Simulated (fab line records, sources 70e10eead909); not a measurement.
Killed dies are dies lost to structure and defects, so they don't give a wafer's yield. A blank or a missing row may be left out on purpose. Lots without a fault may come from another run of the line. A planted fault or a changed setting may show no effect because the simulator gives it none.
fab line records | flow nand_harc
record lots=6 wafers=18 last_day=24
route steps=1159 shown A_M1@1040 A_BONDPAD@1059 THIN_TSV@1101 END@1159
lots that met no fault: from a run of the same line without faults
start_h: hours from the record's first day to the start of the lot's first wafer shown | wait_h: hours since the lot's step before | " the same as in the row above | L1.1+2: a row that stands for several wafers | - no value, or no start given | * or withheld: withheld | < > ~ a bound
route shown NAME@n: a module of which the file shows steps, and the number in the route of the first | usual: mean/standard deviation of fault-free wafers | same: alike in all rows | chamber/n: place in a boat | sites: the reading at each site | _std_site: their standard deviation | _edge_site: outer sites' mean less inner sites' | radius_mm: how far each site lies from the wafer's centre | mask NAME#n: copy n | behind: the tool/chamber that last shaped the wafer | hold: why the lot was held/for how many hours/how that ended | device: the transistor (n, p or np) that didn't switch | end of line: the same wafers' tests at the end of the route | a step without rows: its recipe alone | killed: dies lost to structure and defects at the first sort, not the wafer's yield | map: a wafer's dies, x killed, . not, _ none there
set.NAME: the setting as run; set.NAME@STEP: as run at that earlier step | model.NAME: the simulator's own value behind a step, which no gauge read
lots at some steps of the route; a table a step, a row a wafer
services: from which hour (start_h, from the record's first day; less than 0 if before it) a tool's chamber was out of use, for how many hours, and why
## steps
# step NHARC_A_M1_ETCH_35
# recipe target_depth_a=400 overetch_a=120 time_s=43.94 ion_energy_ev=200 n2_flow_sccm=150 h2_flow_sccm=150 ar_flow_sccm=0 rf_w=400 bias_w=150 chemistry=N2/H2
# usual drypump_motor_current_A=5.8/0.38 mfc_ar_sccm=0.013/0.015 n2_flow_sccm=150.0/0.42 oes_product_au=1.002/0.0073 rf_vpp_V=431/3.3 showerhead_plenum_p_Torr=2.05/0.12 throttle_valve_pct=14.171/0.0093
# columns lot.wafer tool chamber start_h wait_h drypump_motor_current_A mfc_ar_sccm n2_flow_sccm oes_product_au rf_hours_counter_h rf_vpp_V showerhead_plenum_p_Torr throttle_valve_pct
L179.3 rie_diel-09 3 413.19 0.1 5.9 0 150.6 1.004 12 434 2.19 14.171
L179.4 " 1 " " 5.9 0 150.4 0.996 12 427 1.92 14.165
L179.5 " 0 " " 6.1 0.015 150.5 1.010 - 434 2.18 14.171
L184.3 rie_diel-01 3 460.48 0.1 6.0 0 150.7 1.006 3 434 2.11 14.182
L184.2 " 0 " " 6.1 0.026 149.6 0.999 3 426 1.91 14.189
L184.1 " 1 " " 5.0 0.027 149.9 1.008 3 434 2.15 14.159
L185.2 rie_diel-09 0 470.88 0.1 6.1 0.015 149.9 1.005 3 433 2.17 14.172
L185.3 " 2 " " 5.8 0.008 149.2 1.013 2 430 2.00 14.162
L185.5 " 3 " " 5.9 0 150.9 0.991 - 435 2.19 14.171
L186.1 rie_diel-10 1 471.02 0.1 6.0 0.018 149.8 1.002 9 426 1.89 14.177
L186.3 " 2 " " 5.5 0 149.3 1.009 8 435 2.20 14.175
L186.5 " 1 " " 5.9 0.018 150.2 1.001 - 428 1.89 14.183
L194.3 rie_diel-01 2 514.38 0.1 6.6 0.042 150.2 1.002 0 427 1.95 14.161
L194.6 " 0 " " 6.1 0.026 150.0 1.004 - 427 1.91 14.179
L194.5 " 1 " " 5.1 0.027 150.2 1.005 - 433 2.15 14.185
L198.2 rie_diel-01 3 532.07 0.1 6.0 0 149.8 0.985 1 433 2.10 14.167
L198.4 " 0 " " 6.1 0.026 149.4 0.992 1 427 1.91 14.164
L198.1 " 2 " " 6.5 0.042 149.6 0.993 1 429 1.95 14.176
# step NHARC_A_M1_ETCH_15
# recipe target_depth_a=1825 time_s=91.2 c4f8_flow_sccm=withheld ar_flow_sccm=400 rf_w=600 bias_w=300 chemistry=C4F8/Ar
# step NHARC_A_M1_CD_MEAS_16
# usual cd_nm=119.9/0.65
# columns lot.wafer tool chamber start_h wait_h cd_nm
L179.3 cd_sem-03 - 413.41 - 119.3
L179.4 " - " " 118.8
L179.5 " - " " 120.1
L184.1 cd_sem-03 - 460.70 - 120.0
L184.2 " - " " 119.0
L184.3 " - " " 119.5
L185.2 cd_sem-02 - 471.10 - 121.3
L185.3 " - " " 120.1
L185.5 " - " " 120.8
L186.1 cd_sem-02 - 471.56 - 121.2
L186.3 " - " " 120.8
L186.5 " - " " 119.5
L194.3 cd_sem-01 - 514.59 - 120.4
L194.5 " - " " 120.6
L194.6 " - " " 120.7
L198.1 cd_sem-01 - 532.29 - 119.2
L198.2 " - " " 120.1
L198.4 " - " " 120.2
# step NHARC_A_M1_STRIP_18
# recipe power_w=1000 n2_flow_sccm=150 h2_flow_sccm=150 ar_flow_sccm=0 bias_w=0 chemistry=N2/H2
# step NHARC_A_M1_ETCH_28
# recipe target_depth_a=300 over_etch_frac=0.3 time_s=72.99 ion_energy_ev=150 cf4_flow_sccm=50 n2_flow_sccm=100 ar_flow_sccm=150 rf_w=300 bias_w=100 chemistry=CF4/N2
# step NHARC_A_M1_STRIP_19
# recipe time_s=600 temp_c=30 chemistry=post_etch_residue_remover
# step NHARC_A_M1_DEGAS_29
# recipe temp_c=250 time_s=60
# step NHARC_A_M1_PRE_CLEAN_30
# recipe time_s=30 temp_c=280 gas=H2/He
# usual heater_power_w=411/49
# columns lot.wafer tool chamber start_h wait_h heater_power_w
L179.3 pvd_sputter-02 - - - 422
L179.4 " - " " 465
L179.5 " - " " 475
L184.1 pvd_sputter-01 - - - 338
L184.3 " - " " 392
L184.2 " - " " 436
L185.2 pvd_sputter-01 - - - 396
L185.3 " - " " 425
L185.5 " - " " 392
L186.3 pvd_sputter-02 - - - 434
L186.1 " - " " 456
L186.5 " - " " 422
L194.3 pvd_sputter-03 - - - 377
L194.6 " - " " 369
L194.5 " - " " 403
L198.1 pvd_sputter-03 - - - 401
L198.4 " - " " 459
L198.2 " - " " 364
# step NHARC_A_M1_PVD_20
# recipe target_thk_a=50 bias_v=168.6 power_w=15000 chamber_pressure_pa=0.12 time_s=8.06 substrate_temp_c=50 material=TaN
# usual throttle_valve_pct=30.3/1.1
# columns lot.wafer tool chamber start_h wait_h throttle_valve_pct
L179.4 pvd_sputter-02 - - - 30.3
L179.3 " - " " 29.6
L179.5 " - " " 27.9
L184.1 pvd_sputter-01 - - - 30.9
L184.3 " - " " 31.8
L184.2 " - " " 29.8
L185.2 pvd_sputter-01 - - - 31.2
L185.3 " - " " 32.0
L185.5 " - " " 29.6
L186.1 pvd_sputter-02 - - - 29.8
L186.3 " - " " 30.7
L186.5 " - " " 30.8
L194.3 pvd_sputter-03 - - - 30.9
L194.5 " - " " 30.7
L194.6 " - " " 31.7
L198.1 pvd_sputter-03 - - - 31.6
L198.4 " - " " 30.9
L198.2 " - " " 28.8
# step NHARC_A_M1_PVD_21
# recipe target_thk_a=300 chamber_pressure_pa=5 power_w=5000 substrate_temp_c=30 time_s=20.49 material=Cu
# usual throttle_valve_pct=30.2/1.1
# columns lot.wafer tool chamber start_h wait_h throttle_valve_pct
L179.4 pvd_sputter-02 - - - 30.2
L179.3 " - " " 31.1
L179.5 " - " " 27.9
L184.2 pvd_sputter-01 - - - 30.9
L184.3 " - " " 31.0
L184.1 " - " " 31.8
L185.2 pvd_sputter-01 - - - 30.8
L185.3 " - " " 31.5
L185.5 " - " " 31.0
L186.3 pvd_sputter-02 - - - 30.1
L186.1 " - " " 30.7
L186.5 " - " " 29.7
L194.3 pvd_sputter-03 - - - 30.9
L194.5 " - " " 30.9
L194.6 " - " " 28.8
L198.2 pvd_sputter-03 - - - 31.3
L198.1 " - " " 29.0
L198.4 " - " " 30.6
# step NHARC_A_M1_ECD_22
# recipe target_thk_a=4000 bath_temp_c=25 material=Cu
# step NHARC_A_M1_ANNEAL_31
# recipe temp_c=225 time_s=90
# step NHARC_A_M1_CMP_23
# recipe t_overpolish_s=20 target_thk_nm=154.34
# usual motor_current_A=12.0/1.1 time_to_endpoint_s=29.3/2
# columns lot.wafer tool chamber start_h wait_h motor_current_A time_to_endpoint_s
L179.4 cmp-02 1 415.20 - 11.7 27.6
L179.3 " 2 " " 12.4 31.1
L179.5 " 1 " " 11.5 28.7
L184.2 cmp-02 3 462.78 - 10.6 34.0
L184.3 " 0 " " 12.3 32.3
L184.1 " 1 " " 11.9 31.9
L185.2 cmp-02 2 472.89 - 12.5 30.3
L185.3 " 3 " " 11.0 30.0
L185.5 " 3 " " 11.1 31.7
L186.1 cmp-03 0 473.35 - 13.5 30.8
L186.3 " 3 " " 12.4 30.4
L186.5 " 1 " " 12.9 27.9
L194.3 cmp-04 2 516.40 - 11.4 30.2
L194.6 " 2 " " 10.8 32.6
L194.5 " 3 " " 11.2 31.0
L198.4 cmp-04 3 534.20 - 11.5 29.8
L198.2 " 0 " " 10.2 28.4
L198.1 " 1 " " 10.7 28.2
# step NHARC_A_M1_THK_MEAS_24
# recipe thk_meas_gauge=xrf
# usual thk_nm=154.8/1.4
# columns lot.wafer tool chamber start_h wait_h thk_nm
L179.3 film_metro-02 - 415.52 - 155.6
L179.4 " - " " 155.5
L179.5 " - " " 155.3
L184.1 film_metro-02 - 463.10 - 155.9
L184.2 " - " " 156.5
L184.3 " - " " 153.5
L185.2 film_metro-02 - 473.21 - 154.6
L185.3 " - " " 154.6
L185.5 " - " " 155.0
L186.1 film_metro-01 - 473.67 - 155.9
L186.3 " - " " 154.1
L186.5 " - " " 154.5
L194.3 film_metro-01 - 516.71 - 156.4
L194.5 " - " " 155.7
L194.6 " - " " 154.8
L198.1 film_metro-01 - 534.49 - 153.9
L198.2 " - " " 154.3
L198.4 " - " " 156.3
# step NHARC_A_M1_SRD_25
# step NHARC_A_M1_INSPECT_27
# usual raw_defect_count=460/140
# columns lot.wafer tool chamber start_h wait_h raw_defect_count
L179.3 defect_inspect-01 - 415.67 0.0 673
L179.4 " - " " 595
L179.5 " - " " 523
L184.1 defect_inspect-01 - 463.26 0.0 728
L184.2 " - " " 779
L184.3 " - " " 698
L185.2 defect_inspect-01 - 473.36 0.0 658
L185.3 " - " " 783
L185.5 " - " " 777
L186.1 defect_inspect-01 - 473.82 0.0 299
L186.3 " - " " 198
L186.5 " - " " 257
L194.3 defect_inspect-02 - 516.86 0.0 394
L194.5 " - " " 316
L194.6 " - " " 407
L198.1 defect_inspect-02 - 534.64 0.0 331
L198.2 " - " " 651
L198.4 " - " " 693
# step NHARC_A_M1_PRE_CLEAN_32
# recipe time_s=12 temp_c=370 rf_power_w=300 gas=NH3
# step NHARC_A_M1_DEP_33
# recipe target_thk_a=300 temp_c=370 target_thk_nm=30 pressure_torr=3 flow_sccm=200 rf_w=450 material=SiCN
# step NHARC_A_BONDPAD_DEP_00
# recipe target_thk_a=2500 temp_c=370 target_thk_nm=250 pressure_torr=3 flow_sccm=200 rf_w=450 material=SiCN
# usual heater_power_w=606/61
# columns lot.wafer tool chamber start_h wait_h heater_power_w
L179.3 pecvd-01 1 416.37 - 591
L179.5 " 1 " " 604
L179.4 " 0 " " 577
L184.3 pecvd-02 1 463.95 - 546
L184.1 " 2 " " 603
L184.2 " 0 " " 629
L185.3 pecvd-02 2 474.07 - 626
L185.2 " 0 " " 625
L185.5 " 0 " " 620
L186.1 pecvd-01 0 474.73 - 513
L186.3 " 1 " " 630
L186.5 " 0 " " 531
L194.3 pecvd-01 2 517.62 - 617
L194.6 " 1 " " 640
L194.5 " 0 " " 525
L198.2 pecvd-01 2 535.34 - 617
L198.1 " 1 " " 641
L198.4 " 1 " " 662
# step NHARC_A_BONDPAD_CMP_29
# recipe target_thk_nm=200 material=SiCN
# step NHARC_A_BONDPAD_THK_MEAS_30
# recipe thk_meas_gauge=ellipsometry
# usual thk_nm=200.2/1.4
# columns lot.wafer tool chamber start_h wait_h thk_nm
L179.3 film_metro-01 - 417.03 0.2 201.1
L179.4 " - " " 199.8
L179.5 " - " " 199.4
L184.1 film_metro-01 - 464.61 0.2 199.8
L184.2 " - " " 200.5
L184.3 " - " " 201.3
L185.2 film_metro-01 - 474.72 0.2 198.2
L185.3 " - " " 197.9
L185.5 " - " " 198.9
L186.1 film_metro-01 - 475.34 0.2 199.7
L186.3 " - " " 201.0
L186.5 " - " " 199.6
L194.3 film_metro-01 - 518.27 0.2 201.2
L194.5 " - " " 198.1
L194.6 " - " " 200.1
L198.1 film_metro-01 - 536.00 0.2 197.4
L198.2 " - " " 200.8
L198.4 " - " " 199.9
# step NHARC_A_BONDPAD_SRD_31
# step NHARC_A_BONDPAD_DEHYDRATE_01
# recipe temp_c=150 time_s=120
# step NHARC_A_BONDPAD_HMDS_02
# recipe time_s=30
# step NHARC_A_BONDPAD_COAT_33
# recipe temp_c=200 time_s=65
# step NHARC_A_BONDPAD_COAT_03
# recipe spin_rpm=2000 resist_thk_nm=600
# step NHARC_A_BONDPAD_SOFTBAKE_04
# recipe temp_c=125 time_s=70
# step NHARC_A_BONDPAD_EBR_05
# step NHARC_A_BONDPAD_EXPOSE_06
# recipe na=0.55 dose_mj=36.99 mask_id=A_BPAD
# step NHARC_A_BONDPAD_PEB_07
# recipe peb_temp_c=128 peb_time_s=80
# step NHARC_A_BONDPAD_DEVELOP_08
# recipe time_s=50 dev_temp_c=22
# step NHARC_A_BONDPAD_CD_MEAS_09
# recipe target_cd_nm=500 landing_energy_ev=500
# usual cd_nm=499.8/1.2
# columns lot.wafer tool chamber start_h wait_h cd_nm
L179.3 cd_sem-03 0 417.60 - 500.6
L179.4 " 0 " " 498.2
L179.5 " 0 " " 499.9
L184.1 cd_sem-03 0 465.05 - 499.5
L184.2 " 0 " " 499.0
L184.3 " 0 " " 499.0
L185.2 cd_sem-01 0 475.29 - 498.8
L185.3 " 0 " " 498.3
L185.5 " 0 " " 498.9
L186.1 cd_sem-01 0 475.91 - 501.1
L186.3 " 0 " " 500.3
L186.5 " 0 " " 499.2
L194.3 cd_sem-02 0 518.84 - 500.6
L194.5 " 0 " " 499.8
L194.6 " 0 " " 501.9
L198.1 cd_sem-03 0 536.57 - 501.2
L198.2 " 0 " " 500.1
L198.4 " 0 " " 500.8
# step NHARC_A_BONDPAD_OVL_MEAS_35
# usual overlay_x_nm=0/4.9 overlay_y_nm=1/6
# columns lot.wafer tool chamber start_h wait_h overlay_x_nm overlay_y_nm
L179.3 overlay-02 - 417.69 - 6 4
L179.4 " - " " 7 4
L179.5 " - " " 6 4
L184.1 overlay-01 - 465.14 - -1 7
L184.2 " - " " -1 6
L184.3 " - " " -1 6
L185.2 overlay-02 - 475.38 - -2 -6
L185.3 " - " " -2 -6
L185.5 " - " " -2 -5
L186.1 overlay-02 - 476.00 - 3 2
L186.3 " - " " 2 3
L186.5 " - " " 3 2
L194.3 overlay-01 - 518.92 - -4 6
L194.5 " - " " -5 6
L194.6 " - " " -5 6
L198.1 overlay-02 - 536.66 - -3 15
L198.2 " - " " -3 15
L198.4 " - " " -3 15
# step NHARC_A_BONDPAD_HARDBAKE_10
# recipe temp_c=118 time_s=65
# step NHARC_A_BONDPAD_DESCUM_11
# recipe time_s=3 o2_flow_sccm=200 ar_flow_sccm=0 bias_power_w=0 chemistry=O2
# step NHARC_A_BONDPAD_ETCH_34
# recipe target_depth_a=600 overetch_a=180 time_s=65.91 ion_energy_ev=200 n2_flow_sccm=150 h2_flow_sccm=150 ar_flow_sccm=0 rf_w=400 bias_w=150 chemistry=N2/H2
# step NHARC_A_BONDPAD_ETCH_12
# recipe target_depth_a=2200 time_s=110 chf3_flow_sccm=50 o2_flow_sccm=10 ar_flow_sccm=200 rf_w=500 bias_w=200 chemistry=CHF3/O2
# step NHARC_A_BONDPAD_CD_MEAS_13
# usual cd_nm=499.2/1.2
# columns lot.wafer tool chamber start_h wait_h cd_nm
L179.3 cd_sem-01 - 418.13 - 500.6
L179.4 " - " " 497.3
L179.5 " - " " 499.1
L184.1 cd_sem-01 - 465.58 - 499.5
L184.2 " - " " 498.0
L184.3 " - " " 498.2
L185.2 cd_sem-02 - 475.83 - 498.3
L185.3 " - " " 497.8
L185.5 " - " " 498.7
L186.1 cd_sem-02 - 476.44 - 500.6
L186.3 " - " " 499.8
L186.5 " - " " 498.4
L194.3 cd_sem-02 - 519.40 - 500.9
L194.5 " - " " 500.5
L194.6 " - " " 501.9
L198.1 cd_sem-02 - 537.10 - 499.8
L198.2 " - " " 499.5
L198.4 " - " " 499.6
# step NHARC_A_BONDPAD_STRIP_15
# recipe o2_flow_sccm=500 ar_flow_sccm=0 bias_w=0 chemistry=O2
# step NHARC_A_BONDPAD_ETCH_24
# recipe target_depth_a=300 over_etch_frac=0.3 time_s=72.99 ion_energy_ev=150 cf4_flow_sccm=50 n2_flow_sccm=100 ar_flow_sccm=150 rf_w=300 bias_w=100 chemistry=CF4/N2
# step NHARC_A_BONDPAD_STRIP_16
# recipe time_s=600 temp_c=30 chemistry=post_etch_residue_remover
# step NHARC_THIN_TSV_GRIND_00
# recipe target_thk_um=6
# usual motor_current_A=11.998/0.02
# columns lot.wafer tool chamber start_h wait_h hold motor_current_A
L179.3 grinder-01 0 430.44 2.9 - 12.002
L179.4 " 0 " " - 12.007
L179.5 " 0 " " - 11.974
L184.1 grinder-01 0 484.01 5.7 await_dispo/1.7h/release 12.030
L184.2 " 0 " " await_dispo/1.7h/release 11.985
L184.3 " 0 " " await_dispo/1.7h/release 12.001
L186.1 grinder-01 0 490.92 2.5 - 11.987
L186.3 " 0 " " - 12.017
L186.5 " 0 " " - 12.007
L185.2 grinder-01 0 493.32 4.8 await_dispo/4.4h/release 12.002
L185.3 " 0 " " await_dispo/4.4h/release 11.992
L185.5 " 0 " " await_dispo/4.4h/release 11.978
L194.3 grinder-01 0 532.56 0.5 - 12.024
L194.5 " 0 " " - 11.978
L194.6 " 0 " " - 11.976
L198.1 grinder-01 0 551.86 0.1 - 11.990
L198.2 " 0 " " - 12.019
L198.4 " 0 " " - 12.025
# step NHARC_END_SORT_01
# recipe temp_c=25
# usual defect_limited_yield=94.9/1.7 killed_at_array=31/12 killed_at_other=0.6/0.85 killed_at_periphery=3.0/2.3 killed_dies=35/12 killed_open=3.2/1.9 killed_short=1.8/1.4 sort_bin_2_pct=1.6/0.7 sort_bin_3_pct=0.28/0.22 sort_bin_4_pct=3.3/1.2 sort_n_pass=642/12 sort_rim_yield_pct=97.7/1.5 sort_yield_pct=94.9/1.7
# same gross_dies=677 sort_bin_5_pct[%]=0 sort_bin_6_pct[%]=0 sort_bin_7_pct[%]=0 sort_bin_8_pct[%]=0 sort_rim_n_gross=106.00
# columns lot.wafer tool chamber start_h wait_h hold defect_limited_yield[%] killed_at_array killed_at_other killed_at_periphery killed_dies killed_open killed_short sort_bin_2_pct[%] sort_bin_3_pct[%] sort_bin_4_pct[%] sort_n_pass sort_rim_yield_pct[%] sort_yield_pct[%]
L179.3 prober-02 0 455.03 3.1 - 93.8 38 2 2 42 2 3 1.3 0.30 4.6 635 97.2 93.8
L179.4 prober-02 0 455.85 3.5 - 93.6 37 0 6 43 4 5 2.2 0.30 3.8 634 99.1 93.6
L179.5 prober-02 0 456.67 3.8 - 94.7 34 0 2 36 8 0 1.6 0 3.7 641 98.1 94.7
L184.1 prober-01 0 510.36 2.5 await_dispo/1.9h/release 63.1 248 1 1 250 0 1 12.1 2.36 22.5 427 62.3 63.1
L184.2 prober-01 0 511.15 2.8 await_dispo/1.9h/release 57.8 283 0 3 286 5 1 13.7 2.66 25.8 391 61.3 57.8
L184.3 prober-01 0 511.95 3.1 await_dispo/1.9h/release 60.9 260 1 4 265 9 1 11.5 2.81 24.8 412 61.3 60.9
L185.2 prober-02 0 520.42 2.8 await_dispo/5.7h/release 65.0 235 0 2 237 2 1 10.5 2.66 21.9 440 66.0 65.0
L185.3 prober-02 0 521.23 3.1 await_dispo/5.7h/release 64.0 243 0 1 244 5 1 13.9 1.33 20.8 433 70.8 64.0
L185.5 prober-02 0 522.84 3.7 await_dispo/5.7h/release 61.6 257 1 2 260 6 3 10.3 1.48 26.6 417 67.0 61.6
L194.3 prober-02 0 558.74 3.1 - 96.9 15 0 6 21 2 1 0.9 0.30 1.9 656 99.1 96.9
L194.5 prober-02 0 560.32 3.7 - 97.3 12 0 6 18 3 3 0.1 0.30 2.2 659 99.1 97.3
L194.6 prober-02 0 561.10 3.9 - 96.8 15 0 7 22 3 2 1.5 0 1.8 655 100.0 96.8
L198.1 prober-02 0 574.02 2.5 - 96.5 20 2 2 24 4 1 1.2 0.15 2.2 653 97.2 96.5
L198.2 prober-02 0 574.82 2.8 - 96.6 17 4 2 23 3 2 1.2 0.15 2.1 654 98.1 96.6
L198.4 prober-02 0 576.42 3.4 - 96.8 17 1 4 22 3 4 0.9 0.15 2.2 655 97.2 96.8
# killed by level:class
L179.3 A_CHANNEL_HOLE_D1:chamber_film_flake=17 A_SLIT:chamber_film_flake=10 A_STAIRCASE:chamber_film_flake=4 A_CONTACT:chamber_film_flake=3 STARTING-WAFER:geometric_particle:short=2 A_CHANNEL_FILL_D1:chamber_film_flake=2 P_CONTACT:geometric_particle:open=1 A_M0:geometric_particle:open=1
L179.4 A_SLIT:chamber_film_flake=16 A_CHANNEL_HOLE_D1:chamber_film_flake=11 A_STAIRCASE:chamber_film_flake=3 P_CONTACT:geometric_particle:open=2 A_SOURCE_PLATE:geometric_particle:short=2 P_ZERO_WELL:chamber_film_flake=2 A_CONTACT:chamber_film_flake=2 P_STI:geometric_particle:short=1
L179.5 A_CHANNEL_HOLE_D1:chamber_film_flake=12 A_SLIT:chamber_film_flake=10 A_CONTACT:chamber_film_flake=5 A_ONON_D1:geometric_particle:open=4 P_GATE:geometric_particle:open=2 A_M0:geometric_particle:open=1 A_M1:geometric_particle:open=1 A_STAIRCASE:chamber_film_flake=1
L184.1 A_M1:unspecified=227 A_CHANNEL_HOLE_D1:chamber_film_flake=8 A_SLIT:chamber_film_flake=8 A_CONTACT:chamber_film_flake=2 A_STAIRCASE:chamber_film_flake=2 A_CHANNEL_FILL_D1:geometric_particle:short=1 P_M2:chamber_film_flake=1 THIN_TSV:chamber_film_flake=1
L184.2 A_M1:unspecified=258 A_CHANNEL_HOLE_D1:chamber_film_flake=7 A_SLIT:chamber_film_flake=5 A_CONTACT:geometric_particle:open=4 A_CONTACT:chamber_film_flake=3 P_STI:chamber_film_flake=2 A_WL_FILL:chamber_film_flake=2 A_STAIRCASE:chamber_film_flake=2
L184.3 A_M1:unspecified=224 A_SLIT:chamber_film_flake=11 A_CHANNEL_HOLE_D1:chamber_film_flake=9 A_STAIRCASE:chamber_film_flake=3 P_M0:geometric_particle:open=2 A_CHANNEL_FILL_D1:geometric_particle:open=2 A_BLC:geometric_particle:open=2 A_ZERO_WELL:chamber_film_flake=2
L185.2 A_M1:unspecified=204 A_SLIT:chamber_film_flake=12 A_CHANNEL_HOLE_D1:chamber_film_flake=11 A_STAIRCASE:chamber_film_flake=2 A_WL_FILL:chamber_film_flake=2 P_M0:geometric_particle:open=1 A_CHANNEL_FILL_D1:geometric_particle:open=1 A_SLIT:geometric_particle:short=1
L185.3 A_M1:unspecified=209 A_CHANNEL_HOLE_D1:chamber_film_flake=15 A_SLIT:chamber_film_flake=12 A_CONTACT:geometric_particle:open=3 A_STAIRCASE:chamber_film_flake=2 P_M2:geometric_particle:short=1 A_CHANNEL_FILL_D1:geometric_particle:open=1 A_M1:geometric_particle:open=1
L185.5 A_M1:unspecified=217 A_CHANNEL_HOLE_D1:chamber_film_flake=16 A_SLIT:chamber_film_flake=12 A_CONTACT:geometric_particle:open=3 A_STAIRCASE:chamber_film_flake=3 P_ZERO_WELL:chamber_film_flake=2 A_SOURCE_PLATE:geometric_particle:short=1 A_ONON_D1:geometric_particle:open=1
L194.3 A_CHANNEL_HOLE_D1:chamber_film_flake=9 P_CONTACT:chamber_film_flake=5 P_M0:geometric_particle:open=1 A_WL_FILL:geometric_particle:short=1 A_WL_FILL:geometric_particle:open=1 A_CHANNEL_FILL_D1:chamber_film_flake=1 A_STAIRCASE:chamber_film_flake=1 A_SLIT:chamber_film_flake=1
L194.5 P_CONTACT:chamber_film_flake=5 A_CHANNEL_HOLE_D1:chamber_film_flake=4 A_WL_FILL:chamber_film_flake=2 P_M1:geometric_particle:open=1 A_CHANNEL_HOLE_D1:geometric_particle:short=1 A_CHANNEL_FILL_D1:geometric_particle:short=1 A_SGD_CUT:geometric_particle:open=1 A_WL_FILL:geometric_particle:short=1
L194.6 A_CHANNEL_HOLE_D1:chamber_film_flake=7 P_CONTACT:chamber_film_flake=5 A_CONTACT:chamber_film_flake=2 P_CONTACT:geometric_particle:short=1 A_ONON_D1:geometric_particle:open=1 A_WL_FILL:geometric_particle:open=1 A_WL_FILL:geometric_particle:short=1 A_M0:geometric_particle:open=1
L198.1 A_CHANNEL_HOLE_D1:chamber_film_flake=6 A_SLIT:chamber_film_flake=3 A_CONTACT:geometric_particle:open=2 P_GATE:chamber_film_flake=2 A_WL_FILL:chamber_film_flake=2 A_CONTACT:chamber_film_flake=2 THIN_TSV:chamber_film_flake=2 A_SOURCE_PLATE:geometric_particle:open=1
L198.2 A_CHANNEL_HOLE_D1:chamber_film_flake=8 THIN_TSV:chamber_film_flake=3 A_SLIT:chamber_film_flake=2 P_GATE:geometric_particle:open=1 A_CONTACT:geometric_particle:open=1 A_M0:geometric_particle:open=1 A_M1:geometric_particle:short=1 P_ZERO_WELL:chamber_film_flake=1
L198.4 A_CHANNEL_HOLE_D1:chamber_film_flake=9 A_SLIT:chamber_film_flake=2 P_STI:geometric_particle:open=1 P_M1:geometric_particle:open=1 A_CHANNEL_FILL_D1:geometric_particle:short=1 A_WL_FILL:geometric_particle:short=1 A_CONTACT:geometric_particle:open=1 A_CONTACT:geometric_particle:short=1
# map L184.2 (x killed, . not)
____________.____________
_________.x..xx._________
_______x....x..x.._______
______.....x.xx.xx.______
_____..xxxx.x...x.xx_____
____xx....xx..x...xx.____
____..x...xxx.xxxx.xx____
___x......x.x......x.x___
___.xxxx.x....xxx.xx..___
__xx...xxx.x.x.x.xx....__
__.x..xx.x..x.xxxxxxxx.__
_xxxx.x.......xxxxxx...x_
_...x..xx.xxx.x.x...x.x._
_x..xx...x.x.x.x...x.xx._
_.x..xx..x......xx.x..x._
_.xx..x.x.xx....xxxx...._
..x.xx.xxx.x...xxxxxx.x..
..x...x..xxxx.x...xxxx.xx
..xxxx..x...x.xx.xx..xx.x
x....x.x.....x.x.........
..x....x.x.x.x...xxxxx.x.
_.x..x.xxx...xxx.....xx._
_...x..x.....x.......xxx_
_.xxxx.x.xx.x...x.x....._
_x.....x....xxxx........_
_.xx..x...x...xxxxx...xx_
__.x....x...x....x.x..x__
__xx..x.....xxx....x.x.__
___.xxx....x...xxx..xx___
___....x.....xxx.xxx..___
____.....xx...x.x.xx.____
____...xxxxx...xxx.x.____
_____.xxxx...xxx..x._____
______....x......x.______
_______..x.x...x.._______
_________xx...xx_________
____________x____________
# map L185.5 (x killed, . not)
____________.____________
_________...x.x._________
_______.x..x...x.._______
______.xxxxx..xx.x.______
_____...x..xx.x..x.._____
____.....xxxxxx.xx...____
____x...x.....x.....x____
___xx..x.....x.....x..___
___...x....x.....xxx..___
__....xxx.x...x.....xxx__
__...x...x..x..x.x.x..x__
_....xx.xxx.x...xx.x.x.x_
_..x.x...xx.xx..x.xxx..._
_xxxx...xx..x..x..x.x..x_
_xx...xx.x.x.xxx..xx...._
_..x.x.xx..x...x..x...xx_
x...x.xxx....x....x...x..
.x.........xx.....x.x....
x.xxx....x...xx..xxxx....
x.xx.x.xx..x.xx.x.xx.x...
..x.xx...x.xx......xxx.xx
_xxxxx.....x...xxxx.x.xx_
_.xxxxxx..x..xxxx.xx...x_
_.xxxx.x...xx.....xxx.x._
_x..xxx.x...x.....x..xx._
_x.xxxxxx....x...x..x..x_
__x.....x.........x....__
__xxxxxxx.xx........xx.__
___.....x.xxxx....x...___
___.x..xx...xxx...x..x___
____x.x..x.x.......x.____
____.......x........x____
_____...........xx.._____
______...x.x.x.x...______
_______.x...xx..x._______
_________...x.x._________
____________.____________
## services
# columns tool chamber start_h hours kind
pvd_sputter-02 - 392.00 10.0 pm
pvd_sputter-03 - 397.46 2.7 repair
cmp-04 - 399.13 4.0 pm
pecvd-01 - 418.57 13.0 pm
cmp-02 - 422.50 4.0 pm
rie_diel-09 - 431.37 9.0 pm
cmp-02 - 431.99 0.2 repair
pvd_sputter-03 - 439.51 8.0 repair
cmp-04 - 446.39 1.4 repair
pecvd-01 0 451.17 19.6 repair
rie_diel-09 3 451.47 6.1 repair
pvd_sputter-02 - 453.76 7.9 repair
pvd_sputter-03 - 458.00 10.0 pm
rie_diel-09 2 461.54 2.1 repair
cmp-02 - 461.72 0.9 repair
grinder-01 - 469.41 13.4 repair
rie_diel-01 - 491.80 9.0 pm
grinder-01 - 512.65 1.4 repair
pvd_sputter-01 - 514.04 10.0 pm
cmp-02 - 521.15 4.0 pm
cmp-02 - 525.86 1.1 repair
cmp-02 - 541.73 5.3 repair
rie_diel-01 1 549.35 32.5 repair
pvd_sputter-03 - 550.70 4.2 repair
## key
first_sign step=NHARC_A_M1_INSPECT_27 reading=raw_defect_count direction=up sigmas=1.9 usual=460 struck=737 wafers_moved=2
effect step=NHARC_END_SORT_01 reading=defect_limited_yield direction=down sigmas=19 usual=94.9 struck=62.0
more_kills_born_at NHARC_A_M1_CMP_23@cmp-02=1339
met_at NHARC_A_M1_CMP_23
struck_wafers L184.1,L184.2,L184.3,L185.2,L185.3,L185.5
onset_between 415.20 462.78
also_fits NHARC_A_M1_PRE_CLEAN_30:pvd_sputter-01,NHARC_A_M1_PVD_20:pvd_sputter-01,NHARC_A_M1_PVD_21:pvd_sputter-01,NHARC_A_BONDPAD_DEP_00:pecvd-02
fault kind=chamber_particle_source tool=cmp-02 chamber=- onset_h=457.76 steps=NHARC_A_M1_CMP_23 rate_per_visit_cm2=0.45936 end_h=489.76
